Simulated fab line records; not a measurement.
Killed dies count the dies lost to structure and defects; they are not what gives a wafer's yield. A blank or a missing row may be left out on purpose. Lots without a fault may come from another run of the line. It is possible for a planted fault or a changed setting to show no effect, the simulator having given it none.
Split-lot study	flow n5 finfet	route with 1938 steps; 7 lots, 21 wafers read

== ABOUT THE SPLIT ==
At N5_FIN_SAQP_PECVD_06 (deposits a-Si from SiH4/He, target thk 60 nm, time 48.1 s), the setting time s was moved away from the recipe's 48.1 s on 7 of the 21 wafers read, by -7.5% to +9.2%. This setting was run at the recipe's value on the other wafers.

== FROM THE SPLIT TO THE READING: what the file shows between them, 5 steps ==
- N5_FIN_SAQP_THK_MEAS_07
- N5_FIN_SAQP_HM_DEP_72: deposits SiO2 from SiH4/N2O, target thk 12 nm, time 7.2 s
- N5_FIN_SAQP_COAT_49: time 60 s, resist thk 100 nm
- N5_FIN_SAQP_HM_OPEN_73: chemistry CHF3/O2, target SiO2, stops on a-Si, target depth 12 nm, time 16.8 s
- N5_FIN_SAQP_STRIP_74: strips in CHF3/O2

== THE READING ==
etch.depth nm (the simulator's own value, which no gauge read), in nm, at N5_FIN_SAQP_MANDREL_ETCH_22 (etches a-Si in HBr/Cl2, stops on SiNx, target depth 60 nm, bt time 10 s, time 30 s). There is no usual value for it anywhere in the file. Average 60.13 nm, standard deviation 0.81 nm, over the 14 wafers here run with the recipe.

wafer	tool, chamber at the split	time s as run, s	against the recipe	etch.depth nm, nm	against lot-mates on the recipe
L079.1	pecvd-01, 2	46.22	-3.9%	56.52	-2.47
L079.2	pecvd-01, 0	48.1	recipe	58.99	-
L079.5	pecvd-01, 0	46.22	-3.9%	57.3	-1.69
L081.2	pecvd-02, 1	48.1	recipe	60.29	-
L081.3	pecvd-02, 2	48.1	recipe	60.36	-
L081.6	pecvd-02, 1	48.1	recipe	61.65	-
L083.4	pecvd-04, 0	48.1	recipe	60.94	-
L083.5	pecvd-04, 1	48.1	recipe	60.15	-
L083.6	pecvd-04, 2	48.1	recipe	59.96	-
L089.1	pecvd-04, 2	52.51	+9.2%	65.01	+4.31
L089.4	pecvd-04, 0	48.1	recipe	60.7	-
L089.6	pecvd-04, 1	52.51	+9.2%	66.33	+5.63
L091.1	pecvd-04, 0	44.48	-7.5%	55.14	-5.17
L091.3	pecvd-04, 2	44.48	-7.5%	54.95	-5.36
L091.4	pecvd-04, 0	48.1	recipe	60.31	-
L094.1	pecvd-02, 1	48.1	recipe	58.22	-
L094.4	pecvd-02, 0	48.1	recipe	60.37	-
L094.6	pecvd-02, 1	48.1	recipe	59.96	-
L095.1	pecvd-02, 1	45.43	-5.6%	56.1	-3.84
L095.3	pecvd-02, 2	48.1	recipe	59.35	-
L095.6	pecvd-02, 1	48.1	recipe	60.53	-

THE FIT
A straight line over all 21 wafers: etch.depth nm changes by +0.654 nm for each +1% of time s; r = +0.96; the points scatter about the line by 0.78 nm.
The same after taking each lot's own level away (the mean of its wafers on the recipe; 21 wafers): +0.603 nm for each +1%; r = +0.97; scatter 0.65 nm.
The reading moves by 5.5 nm for the largest change in time s, on that fit.
The lots' own levels span 58.990 to 60.767 nm, that is 2.2 times the standard deviation above.
Hence the lot-to-lot level has little effect on the slope; both slopes agree.
Check: +5.94 nm against its lot-mates is what the line predicts for one of the wafers moved furthest among these (+9.2%) when that wafer is left out of the fit. It came out at +4.31 nm against them.

== OTHER SPLITS ON THESE WAFERS ==
These wafers also went through other splits before the reading. Each is held against what the fit with the lots' levels taken away leaves over:
other split on the same wafers	wafers away from the commonest value	r with etch.depth nm (lot level and that fit taken away)
N5_ZERO_LAYER_EXPOSE_08 dose mj	6	+0.19
N5_WELL_APT_COAT_02 spin rpm	7	+0.11
N5_PMOS_HMC_CHANNEL_EPI_EXPOSE_06 dose mj	5	-0.03
N5_FIN_SAQP_PECVD_47 time s	5	+0.21

== THE WHOLE CHAIN: every reading that the file lists as answering this split, in the file's order ==
step	what it does	reading	change (the file's fit)	r (the file's)
N5_FIN_SAQP_PECVD_06	deposits a-Si from SiH4/He, target thk 60 nm, time 48.1 s	a-Si_of_FIN_SAQP_PECVD_06.thk nm (the simulator's own value, which no gauge read)	+0.614 nm for each +1% of the setting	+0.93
N5_FIN_SAQP_THK_MEAS_07		thk nm	withheld for each +1% of the setting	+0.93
N5_FIN_SAQP_MANDREL_ETCH_22	etches a-Si in HBr/Cl2, stops on SiNx, target depth 60 nm, bt time 10 s, time 30 s	etch.depth nm (the simulator's own value, which no gauge read)	+0.614 nm for each +1% of the setting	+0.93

== FILE'S OWN FIT ==
etch.depth nm changes by +0.614 nm for each +1% of time s, r = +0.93.
